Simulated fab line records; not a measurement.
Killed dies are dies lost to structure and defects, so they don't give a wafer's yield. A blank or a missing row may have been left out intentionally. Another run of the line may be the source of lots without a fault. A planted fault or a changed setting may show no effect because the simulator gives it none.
Which tool did it? + flow n5_finfet + 33 wafers from 11 lots sampled at 5 of the route's 1938 steps

== WHAT EACH GAUGE READ, for each wafer ==
N5_BEOL_M0_SAQP_CD_MEAS_40: the cd target is 30 nm.
| lot  | measured     | on        | cd_nm (nm)        |
|------|--------------|-----------|-------------------|
| L075 | day 7 09:12  | cd_sem-03 | 29.74 30.26 29.70 |
| L077 | day 7 10:05  | cd_sem-03 | 30.11 30.04 30.36 |
| L079 | day 7 10:29  | cd_sem-03 | 30.29 29.74 29.80 |
| L082 | day 7 13:26  | cd_sem-03 | 29.80 29.97 29.72 |
| L083 | day 8 02:12  | cd_sem-02 | 29.35 30.14 30.17 |
| L085 | day 8 15:43  | cd_sem-01 | 30.00 30.23 30.43 |
| L087 | day 8 23:58  | cd_sem-03 | 29.91 29.92 30.22 |
| L089 | day 9 16:43  | cd_sem-01 | 30.11 29.99 30.09 |
| L091 | day 10 00:34 | cd_sem-03 | 30.27 29.78 29.99 |
| L093 | day 10 12:25 | cd_sem-02 | 29.78 30.02 30.15 |
| L095 | day 11 00:32 | cd_sem-01 | 29.99 29.75 30.52 |

== TOOL THAT RAN EACH LOT (tool first, then ch and the chambers of the sampled wafers, then the start) ==
| lot  | N5_MOL_CONTACT_COAG_ETCHBACK_132   | N5_MOL_CONTACT_COAG_ETCHBACK_136   | N5_BEOL_M0_SAQP_STRIP_108          | N5_BEOL_M0_SAQP_SPACER2_ETCHBACK_27 |
|------|------------------------------------|------------------------------------|------------------------------------|-------------------------------------|
| L075 | rie_diel-03 ch 2,3, day 5 08:37    | rie_diel-01 ch 0,1,3, day 5 10:01  | rie_diel-04 ch 1,2, day 7 05:20    | rie_diel-04 ch 0,1,2, day 7 08:34   |
| L077 | rie_diel-03 ch 2,3, day 5 18:33    | rie_diel-03 ch 0,3, day 5 20:05    | rie_diel-02 ch 0,2,3, day 7 06:20  | rie_diel-05 ch 0,1, day 7 09:28     |
| L079 | rie_diel-01 ch 1,2,3, day 6 08:44  | rie_diel-01 ch 0,2, day 6 10:22    | rie_diel-02 ch 0,1,2, day 7 07:25  | rie_diel-05 ch 0,2, day 7 09:58     |
| L082 | rie_diel-06 ch 0,2,3, day 6 23:49  | rie_diel-06 ch 1,2,3, day 7 02:10  | rie_diel-04 ch 2,3, day 7 11:50    | rie_diel-02 ch 0,2, day 7 12:55     |
| L083 | rie_diel-06 ch 0,3, day 7 13:13    | rie_diel-03 ch 0,1, day 7 14:54    | rie_diel-02 ch 2,3, day 7 23:46    | rie_diel-05 ch 1,2, day 8 01:32     |
| L085 | rie_diel-03 ch 1,3, day 8 02:06    | rie_diel-06 ch 0,2, day 8 03:34    | rie_diel-04 ch 2,3, day 8 13:16    | rie_diel-04 ch 0,2,3, day 8 15:12   |
| L087 | rie_diel-03 ch 0,3, day 8 09:34    | rie_diel-06 ch 0,3, day 8 11:34    | rie_diel-04 ch 0,2,3, day 8 22:35  | rie_diel-04 ch 0,1,2, day 8 23:20   |
| L089 | rie_diel-06 ch 0,2,3, day 9 03:31  | rie_diel-01 ch 0,1,2, day 9 04:54  | rie_diel-02 ch 0,1,3, day 9 14:52  | rie_diel-05 ch 0,1, day 9 15:37     |
| L091 | rie_diel-03 ch 0,1, day 9 11:28    | rie_diel-03 ch 1,3, day 9 13:17    | rie_diel-04 ch 0,1,3, day 9 22:58  | rie_diel-02 ch 0,1,3, day 9 23:56   |
| L093 | rie_diel-01 ch 0,1,2, day 9 23:59  | rie_diel-01 ch 0,1,2, day 10 01:30 | rie_diel-04 ch 0,1,2, day 10 11:06 | rie_diel-05 ch 0,1,3, day 10 11:55  |
| L095 | rie_diel-06 ch 0,2,3, day 10 13:01 | rie_diel-06 ch 1,2, day 10 14:28   | rie_diel-05 ch 0,2,3, day 10 23:16 | rie_diel-04 ch 1,2,3, day 11 00:02  |
- N5_MOL_CONTACT_COAG_ETCHBACK_132: etches SiO2 in CHF3, target depth 10 nm, time 6.7 s.
- N5_MOL_CONTACT_COAG_ETCHBACK_136: etches SiO2 in CHF3, target depth 25 nm, time 16.7 s.
- N5_BEOL_M0_SAQP_STRIP_108: strips in N2/H2.
- N5_BEOL_M0_SAQP_SPACER2_ETCHBACK_27: etches SiO2 in CHF3/O2, target depth 22.5 nm, time 11.25 s.

== THE ANSWER, worked out from the rows above alone ==
Rule: the usual values come from the lots themselves. The widest of any qualifying gaps counts: lots, ordered by their means at a reading, are off when they make up no more than a third of the lots, leave a main group of 4 or more, and stand apart from it by 3 or more times the standard deviation of that group's means. The tables above print the reading to a certain number of digits; a main group whose means all agree to those digits is not used. Also off: a lot with no number at a reading for which 4 or more lots have one. Any other lot the step has rows for is counted as sound.
None of the lots is off at any reading shown; this tells nothing.

== WHAT HAD BEEN PUT IN BY THE SIMULATOR ==
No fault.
